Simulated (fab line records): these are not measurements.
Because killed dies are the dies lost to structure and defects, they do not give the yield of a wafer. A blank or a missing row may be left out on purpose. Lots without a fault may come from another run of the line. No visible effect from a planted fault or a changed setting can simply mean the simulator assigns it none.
fab line records	flow n5_finfet	part 2 of 2: steps 4 to 6 of 6
[record] lots = 22	wafers = 66	last_day = 18
route steps=1938 shown ZERO_LAYER@17 WELL_APT@46 PMOS_HMC_CHANNEL_EPI@69 FIN_SAQP@128 FIN_CUT@177
lots that met no fault: from a run of the same line without faults
start_h: hours from the record's opening day to when the first of the lot's shown wafers began	wait_h: time in hours since the lot's previous step	" as in the row above	L1.1+2: a single row standing in for several wafers	- value missing, or start not given	* or withheld: withheld	< > ~ a bound
route shown NAME@n: NAME is a module with steps in the file, n the number in the route of the first one	usual: mean and standard deviation over wafers with no fault	same: alike in all rows	chamber/n: place in a boat	sites: per-site readings	_std_site: their standard deviation	_edge_site: mean of outer sites minus mean of inner sites	radius_mm: for every site, how far away it sits from the centre of the wafer	mask NAME#n: copy n	behind: tool/chamber where the wafer was last shaped	hold: reason for holding the lot/hours on hold/outcome of the hold	device: which transistor (n, p or np) failed to switch	end of line: tests run on the same wafers once the route is complete	a step given without rows: its recipe and nothing more	killed: not the wafer's yield, but the dies lost to structure and defects at the first sort	map: a wafer's dies, x killed, . not, _ none there
set.NAME: the setting the step ran with; set.NAME@STEP: the setting that earlier step ran with	model.NAME: the simulator's own value behind a step, which no gauge read
a sample of lots followed through the steps of the route, with each step as a table and each wafer as a row
services: when a tool's chamber went out of use (start_h, in hours from the record's first day, below 0 if earlier), for how many hours, and the reason
[[steps]]
[step N5_FIN_SAQP_CD_MEAS_27]
[recipe] target_cd_nm = 20	landing_energy_ev = 1000	detector = se_inlens	polarity = line
[usual] cd_nm = 20.27/0.21
lot.wafer	tool	chamber	start_h	wait_h	cd_nm
L074.2	cd_sem-03	0	24.60	0.1	19.99
L074.3	"	0	"	"	20.34
L074.5	"	0	"	"	20.42
L075.1	cd_sem-01	0	30.30	0.1	20.08
L075.5	"	0	"	"	20.00
L075.6	"	0	"	"	20.24
L076.1	cd_sem-03	0	36.38	0.1	20.50
L076.3	"	0	"	"	20.20
L076.5	"	0	"	"	19.99
L077.2	cd_sem-03	0	42.26	0.1	20.16
L077.5	"	0	"	"	19.86
L077.6	"	0	"	"	20.26
L078.3	cd_sem-01	0	47.86	0.1	20.43
L078.5	"	0	"	"	20.20
L078.6	"	0	"	"	20.27
L079.2	cd_sem-01	0	53.70	0.1	20.67
L079.5	"	0	"	"	20.09
L079.6	"	0	"	"	20.18
L080.2	cd_sem-03	0	60.60	0.1	20.45
L080.3	"	0	"	"	20.05
L080.6	"	0	"	"	20.10
L081.1	cd_sem-03	0	66.61	0.1	19.82
L081.4	"	0	"	"	19.76
L081.6	"	0	"	"	20.73
L082.1	cd_sem-01	0	72.73	0.1	20.25
L082.2	"	0	"	"	20.40
L082.5	"	0	"	"	20.52
L083.2	cd_sem-01	0	78.80	0.1	20.60
L083.5	"	0	"	"	20.56
L083.6	"	0	"	"	20.54
L084.1	cd_sem-01	0	84.44	0.1	19.92
L084.5	"	0	"	"	20.46
L084.6	"	0	"	"	20.15
L085.2	cd_sem-03	0	91.87	0.1	20.39
L085.3	"	0	"	"	20.29
L085.5	"	0	"	"	20.10
L087.2	cd_sem-01	0	103.02	0.1	20.33
L087.3	"	0	"	"	20.22
L087.5	"	0	"	"	20.15
L088.1	cd_sem-01	0	111.97	0.1	20.26
L088.3	"	0	"	"	20.34
L088.5	"	0	"	"	20.31
L089.1	cd_sem-03	0	117.44	0.1	20.17
L089.2	"	0	"	"	20.38
L089.5	"	0	"	"	20.13
L090.1	cd_sem-01	0	121.74	0.1	20.29
L090.3	"	0	"	"	20.12
L090.4	"	0	"	"	20.46
L091.1	cd_sem-03	0	128.86	0.1	20.20
L091.2	"	0	"	"	20.39
L091.5	"	0	"	"	20.36
L092.1	cd_sem-01	0	135.43	0.1	20.47
L092.2	"	0	"	"	20.29
L092.3	"	0	"	"	20.38
L094.2	cd_sem-03	0	146.34	0.1	20.14
L094.4	"	0	"	"	20.05
L094.5	"	0	"	"	19.99
L095.2	cd_sem-01	0	151.95	0.1	20.28
L095.3	"	0	"	"	20.52
L095.4	"	0	"	"	20.56
L096.2	cd_sem-03	0	157.68	0.1	20.67
L096.3	"	0	"	"	20.18
L096.6	"	0	"	"	20.50
L097.1	cd_sem-02	0	162.60	0.1	20.48
L097.5	"	0	"	"	20.45
L097.6	"	0	"	"	20.05
[step N5_FIN_SAQP_HM_CD_35]
[recipe] target_cd_nm = 8	polarity = line
[usual] cd_nm = 8.15/0.26
lot.wafer	tool	chamber	start_h	wait_h	cd_nm
L074.2	cd_sem-01	-	26.99	0.1	7.56
L074.3	"	-	"	"	8.64
L074.5	"	-	"	"	7.95
L075.1	cd_sem-02	-	32.12	0.1	8.43
L075.5	"	-	"	"	7.96
L075.6	"	-	"	"	8.10
L076.1	cd_sem-01	-	38.97	0.1	7.83
L076.3	"	-	"	"	8.24
L076.5	"	-	"	"	8.15
L077.2	cd_sem-01	-	44.12	0.1	8.52
L077.5	"	-	"	"	7.81
L077.6	"	-	"	"	8.27
L078.3	cd_sem-01	-	49.81	0.1	8.24
L078.5	"	-	"	"	8.48
L078.6	"	-	"	"	8.29
L079.2	cd_sem-03	-	55.56	0.1	8.03
L079.5	"	-	"	"	8.15
L079.6	"	-	"	"	8.02
L080.2	cd_sem-02	-	63.22	0.1	8.13
L080.3	"	-	"	"	7.90
L080.6	"	-	"	"	8.65
L081.1	cd_sem-03	-	68.58	0.1	8.00
L081.4	"	-	"	"	7.82
L081.6	"	-	"	"	7.93
L082.1	cd_sem-03	-	74.68	0.1	8.43
L082.2	"	-	"	"	8.62
L082.5	"	-	"	"	8.72
L083.2	cd_sem-02	-	80.96	0.1	8.05
L083.5	"	-	"	"	7.81
L083.6	"	-	"	"	8.02
L084.1	cd_sem-02	-	88.06	0.1	8.45
L084.5	"	-	"	"	8.16
L084.6	"	-	"	"	8.13
L085.2	cd_sem-03	-	94.40	0.1	8.15
L085.3	"	-	"	"	8.33
L085.5	"	-	"	"	7.77
L087.2	cd_sem-01	-	106.15	0.1	8.44
L087.3	"	-	"	"	8.29
L087.5	"	-	"	"	8.34
L088.1	cd_sem-02	-	114.28	0.1	8.03
L088.3	"	-	"	"	8.46
L088.5	"	-	"	"	8.30
L089.1	cd_sem-03	-	119.63	0.1	8.14
L089.2	"	-	"	"	8.51
L089.5	"	-	"	"	8.47
L090.1	cd_sem-01	-	125.29	0.1	7.88
L090.3	"	-	"	"	7.94
L090.4	"	-	"	"	8.02
L091.1	cd_sem-03	-	131.17	0.1	8.10
L091.2	"	-	"	"	8.15
L091.5	"	-	"	"	8.02
L092.1	cd_sem-02	-	138.11	0.1	7.78
L092.2	"	-	"	"	8.20
L092.3	"	-	"	"	8.12
L094.2	cd_sem-03	-	148.29	0.1	8.63
L094.4	"	-	"	"	8.48
L094.5	"	-	"	"	8.03
L095.2	cd_sem-03	-	155.04	0.1	7.91
L095.3	"	-	"	"	8.63
L095.4	"	-	"	"	8.09
L096.2	cd_sem-02	-	159.55	0.1	8.29
L096.3	"	-	"	"	8.20
L096.6	"	-	"	"	8.22
L097.1	cd_sem-03	-	164.47	0.1	7.97
L097.5	"	-	"	"	8.20
L097.6	"	-	"	"	7.83
[step N5_FIN_CUT_CUT_ETCH_28]
[recipe] chemistry = HBr/Cl2/O2	target = Si	target_depth_a = 60	mask_material = SOC	time_s = 2.4	ion_energy_ev = *	bias_w = *	pressure_mtorr = 10	icp_w = 800	HBr_flow_sccm = 150	Cl2_flow_sccm = 80	O2_flow_sccm = 12
[usual] chamber_pressure_mTorr = 10.002/0.0096	drypump_motor_current_A = 5.7/0.36	he_backside_leak_sccm = 2.75/0.29	oes_product_au = 1.006/0.014	throttle_valve_pct = 37.35/0.25
lot.wafer	tool	chamber	start_h	wait_h	chamber_pressure_mTorr	drypump_motor_current_A	he_backside_leak_sccm	oes_product_au	rf_hours_counter_h	throttle_valve_pct
L074.2	rie_si-05	1	28.54	0.0	10.003	6.0	2.91	1.017	34	37.17
L074.3	"	0	"	"	10.003	5.6	2.96	1.009	191	37.10
L074.5	"	2	"	"	9.995	6.3	2.54	1.005	-	37.12
L075.1	rie_si-04	1	33.85	0.0	10.015	5.7	2.77	1.011	158	37.28
L075.5	"	2	"	"	9.985	5.8	2.54	0.983	-	37.61
L075.6	"	1	"	"	10.007	5.7	2.80	0.997	-	37.26
L076.1	rie_si-05	0	40.45	0.0	10.003	5.6	3.10	1.018	191	37.09
L076.3	"	2	"	"	9.978	6.3	2.46	1.016	32	37.12
L076.5	"	2	"	"	9.998	6.3	2.45	1.010	-	37.11
L077.2	rie_si-04	2	45.67	0.0	10.001	5.8	2.80	0.992	109	37.61
L077.5	"	2	"	"	10.010	5.8	2.45	0.990	-	37.61
L077.6	"	3	"	"	9.994	5.4	2.42	1.011	-	37.13
L078.3	rie_si-05	2	51.36	0.0	9.987	6.3	2.58	1.015	32	37.10
L078.5	"	2	"	"	9.992	6.3	2.64	1.015	-	37.12
L078.6	"	1	"	"	9.997	5.9	3.19	1.026	-	37.18
L079.2	rie_si-01	0	57.32	0.0	10.001	4.8	2.54	0.982	103	37.51
L079.5	"	0	"	"	10.004	4.8	2.53	0.976	-	37.50
L079.6	"	3	"	"	10.007	5.6	2.57	0.985	-	37.26
L080.2	rie_si-04	3	65.04	0.0	9.996	5.4	2.32	0.999	71	37.13
L080.3	"	2	"	"	9.998	5.8	2.46	0.987	110	37.62
L080.6	"	3	"	"	9.999	5.4	2.23	1.008	-	37.13
L081.1	rie_si-01	3	70.34	0.0	9.979	5.6	2.53	0.999	156	37.24
L081.4	"	0	"	"	10.004	4.8	2.56	0.980	104	37.50
L081.6	"	3	"	"	9.999	5.6	2.36	0.989	-	37.25
L082.1	rie_si-05	2	76.27	0.0	10.016	6.3	2.48	1.011	32	37.11
L082.2	"	1	"	"	10.014	6.0	3.10	1.023	35	37.19
L082.5	"	3	"	"	10.003	5.3	3.30	0.996	-	37.72
L083.2	rie_si-05	1	82.39	0.0	10.013	5.9	3.11	1.022	35	37.19
L083.5	"	1	"	"	10.018	6.0	3.05	1.025	-	37.18
L083.6	"	2	"	"	10.004	6.3	2.49	1.009	-	37.12
L084.1	rie_si-04	1	89.68	0.0	10.004	5.7	2.77	1.008	159	37.27
L084.5	"	1	"	"	10.000	5.7	2.83	1.008	-	37.28
L084.6	"	0	"	"	10.001	5.7	2.85	1.019	-	37.70
L085.2	rie_si-04	2	95.88	0.0	9.995	5.7	2.48	0.982	110	37.61
L085.3	"	3	"	"	10.006	5.4	2.31	1.006	71	37.13
L085.5	"	0	"	"	9.998	5.6	3.35	1.019	-	37.71
L087.2	rie_si-05	0	111.40	0.0	9.996	5.6	3.18	1.014	193	37.10
L087.3	"	1	"	"	10.005	5.9	3.14	1.025	35	37.19
L087.5	"	1	"	"	10.005	5.9	3.17	1.026	-	37.17
L088.1	rie_si-04	3	115.71	0.0	10.006	5.4	2.22	1.011	72	37.13
L088.3	"	2	"	"	10.008	5.8	2.39	0.991	111	37.62
L088.5	"	1	"	"	9.999	5.7	2.79	1.004	-	37.26
L089.1	rie_si-04	2	121.57	0.0	9.995	5.8	2.44	0.991	111	37.62
L089.2	"	0	"	"	10.003	5.7	2.81	1.013	167	37.71
L089.5	"	0	"	"	10.009	5.6	2.76	1.023	-	37.72
L090.1	rie_si-05	1	127.24	0.0	10.000	5.9	3.13	1.020	35	37.18
L090.3	"	0	"	"	10.025	5.6	3.10	1.013	193	37.12
L090.4	"	2	"	"	9.995	6.3	2.59	1.010	33	37.12
L091.1	rie_si-04	0	133.15	0.0	10.013	5.6	2.86	1.018	167	37.70
L091.2	"	1	"	"	10.000	5.7	2.94	1.013	160	37.27
L091.5	"	1	"	"	9.988	5.7	2.86	0.996	-	37.27
L092.1	rie_si-01	3	140.03	0.0	10.001	5.6	2.56	0.988	158	37.24
L092.2	"	0	"	"	9.991	4.8	2.56	0.979	105	37.52
L092.3	"	1	"	"	9.998	5.9	2.80	1.004	28	37.16
L094.2	rie_si-05	0	150.99	0.0	10.011	5.6	3.08	1.011	193	37.10
L094.4	"	3	"	"	10.010	5.3	3.00	0.998	191	37.72
L094.5	"	0	"	"	9.999	5.6	3.06	1.008	-	37.11
L095.2	rie_si-05	2	156.47	0.0	9.999	6.2	2.51	1.016	34	37.12
L095.3	"	3	"	"	9.990	5.3	2.75	0.993	191	37.72
L095.4	"	3	"	"	10.002	5.3	2.99	0.997	-	37.72
L096.2	rie_si-04	2	160.99	0.0	9.999	5.8	2.41	0.989	112	37.61
L096.3	"	1	"	"	9.988	5.7	2.85	1.010	161	37.26
L096.6	"	0	"	"	10.015	5.6	2.85	1.024	-	37.71
L097.1	rie_si-04	0	165.93	0.0	10.013	5.7	2.80	1.022	168	37.74
L097.5	"	2	"	"	9.986	5.7	2.55	0.992	-	37.61
L097.6	"	3	"	"	10.014	5.4	2.44	1.005	-	37.13
[[services]]
tool	chamber	start_h	hours	kind
rie_diel-01	-	-8.45	0.6	repair
rie_diel-04	0	-4.85	1.6	repair
rie_diel-05	3	8.70	8.3	repair
rie_diel-04	1	20.40	7.2	repair
rie_diel-04	2	34.66	7.4	repair
rie_si-05	2	43.74	1.9	repair
rie_si-01	1	51.81	13.5	repair
plasma_asher-01	-	53.11	16.6	pm
rie_diel-03	2	63.50	4.4	repair
rie_diel-05	3	63.51	2.7	repair
rie_diel-03	-	78.65	2.5	repair
plasma_asher-01	-	91.31	6.3	repair
rie_diel-02	-	96.68	28.1	pm
plasma_asher-01	-	101.17	5.2	repair
rie_diel-01	-	105.62	2.8	pm
rie_si-05	1	114.00	6.8	repair
rie_diel-06	3	116.09	-	clean
rie_diel-06	3	116.09	-	consumable_replace:focus_ring
rie_diel-06	3	116.09	18.1	scheduled_down
rie_diel-04	-	118.88	14.6	pm
rie_diel-02	3	126.12	3.5	repair
plasma_asher-02	-	138.12	2.8	pm
rie_diel-02	3	143.67	19.0	repair
rie_diel-04	3	164.80	1.4	repair
